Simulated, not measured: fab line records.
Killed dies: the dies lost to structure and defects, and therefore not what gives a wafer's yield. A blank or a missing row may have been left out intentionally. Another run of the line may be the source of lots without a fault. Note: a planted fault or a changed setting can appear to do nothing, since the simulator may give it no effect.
Chamber matching + flow n5-finfet + 4 sister chambers for N5_FIN_CUT_CUT_ETCH_15 on rie-si-05
The step etches Si in HBr/Cl2/O2, target depth 100 nm, bt time 10 s, time 42.4 s. 8 wafers are shown with their chamber, then 11 later ones without.

## WAFERS, EACH WITH ITS CHAMBER
| wafer  | chamber | drypump-motor-current-A (A) | oes-product-au (a.u.) |
|--------|---------|-----------------------------|-----------------------|
| L082.4 | 0       | 5.2                         | 0.988                 |
| L086.3 | 1       | 6.2                         | 1.016                 |
| L086.6 | 1       | 6.2                         | 1.016                 |
| L087.6 | 2       | 6.4                         | 0.979                 |
| L088.1 | 0       | 5.2                         | 0.985                 |
| L088.4 | 3       | 5.8                         | 0.973                 |
| L088.5 | 2       | 6.4                         | 0.981                 |
| L089.1 | 3       | 5.9                         | 0.969                 |

## WAFERS MISSING THEIR CHAMBER
| wafer  | drypump-motor-current-A (A) | oes-product-au (a.u.) |
|--------|-----------------------------|-----------------------|
| L089.4 | 6.3                         | 0.983                 |
| L089.6 | 6.4                         | 0.981                 |
| L092.1 | 5.3                         | 0.985                 |
| L092.2 | 5.8                         | 0.967                 |
| L092.5 | 5.3                         | 0.992                 |
| L094.2 | 6.1                         | 1.014                 |
| L094.3 | 6.4                         | 0.983                 |
| L094.6 | 6.2                         | 1.004                 |
| L096.4 | 5.8                         | 0.976                 |
| L096.5 | 6.1                         | 1.016                 |
| L096.6 | 6.4                         | 0.986                 |

## WHICH CHAMBER EACH WENT THROUGH
| wafer  | from the rows above | in truth |
|--------|---------------------|----------|
| L089.4 | 2                   | 2        |
| L089.6 | 2                   | 2        |
| L092.1 | 0                   | 0        |
| L092.2 | 3                   | 3        |
| L092.5 | 0                   | 0        |
| L094.2 | 1                   | 1        |
| L094.3 | 2                   | 2        |
| L094.6 | 1                   | 1        |
| L096.4 | 3                   | 3        |
| L096.5 | 1                   | 1        |
| L096.6 | 2                   | 2        |
Correctly placed: 11 of 11. Number that these rows cannot place: 0. Number placed wrongly: 0.
How it was worked out, from the rows above alone: a wafer's distance from a chamber is the root of the sum, over the readings, of the square of ((its reading less the chamber's mean) divided by the reading's scatter). The wafer belongs to the nearest chamber; if the next one is less than 2 further off, it can't be placed. Each chamber's mean is taken over the wafers shown for it. The scatter: the root of (the sum of the squares of (reading less its chamber's mean) over the shown wafers, divided by (wafers less chambers)).
